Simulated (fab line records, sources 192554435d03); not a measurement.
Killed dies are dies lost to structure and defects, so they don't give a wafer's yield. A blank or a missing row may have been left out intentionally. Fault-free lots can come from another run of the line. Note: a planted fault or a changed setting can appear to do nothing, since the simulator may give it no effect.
Which tool is to blame? / flow n5-finfet / 12 lots, 36 wafers sampled, at 1 step of a route of 1938

== WHAT EACH GAUGE READ, for each wafer ==
N5_BEOL_M5_CD_MEAS_18: pitch 56 nm, target cd 28 nm.
lot=L074; measured=day 9 15:02; on=cd-sem-03; cd-nm (nm)=28.0 28.0 28.3
lot=L077; measured=day 10 02:46; on=cd-sem-01; cd-nm (nm)=28.1 27.9 28.2
lot=L079; measured=day 10 11:38; on=cd-sem-02; cd-nm (nm)=27.7 28.2 27.8
lot=L081; measured=day 11 00:20; on=cd-sem-02; cd-nm (nm)=28.1 28.1 28.1
lot=L083; measured=day 11 13:23; on=cd-sem-01; cd-nm (nm)=27.5 27.7 27.8
lot=L084; measured=day 11 21:33; on=cd-sem-01; cd-nm (nm)=28.1 28.2 27.9
lot=L087; measured=day 12 11:14; on=cd-sem-01; cd-nm (nm)=27.9 28.1 28.5
lot=L089; measured=day 13 00:37; on=cd-sem-03; cd-nm (nm)=28.5 28.2 27.9
lot=L091; measured=day 13 09:35; on=cd-sem-01; cd-nm (nm)=28.0 28.2 28.1
lot=L092; measured=day 13 17:19; on=cd-sem-02; cd-nm (nm)=28.0 27.7 28.1
lot=L096; measured=day 14 11:11; on=cd-sem-03; cd-nm (nm)=28.2 28.2 28.5
lot=L097; measured=day 14 19:59; on=cd-sem-03; cd-nm (nm)=27.8 27.8 27.1

== WHICH TOOL RAN EACH LOT (tool, then ch and the chambers of the sampled wafers, then the start) ==
Before these readings, the record contains no process step.

== THE ANSWER, worked out from the rows above alone ==
Rule: what is usual is taken from the lots themselves. Put in order of their means at a reading, lots are off if they are a third of the lots or fewer, leave a main group of 4 or more, and stand apart from it by a gap of 3 or more times the standard deviation of the main group's means; of several such gaps the widest counts. If all means in a main group match to the digits the tables above print for the reading, that group is not used. Also off: a lot with no number at a reading for which 4 or more lots have one. The other lots that the step has rows for count as sound.
Across all readings shown, no lot is off: no conclusion can be drawn from this.

== WHAT HAD BEEN PUT IN BY THE SIMULATOR ==
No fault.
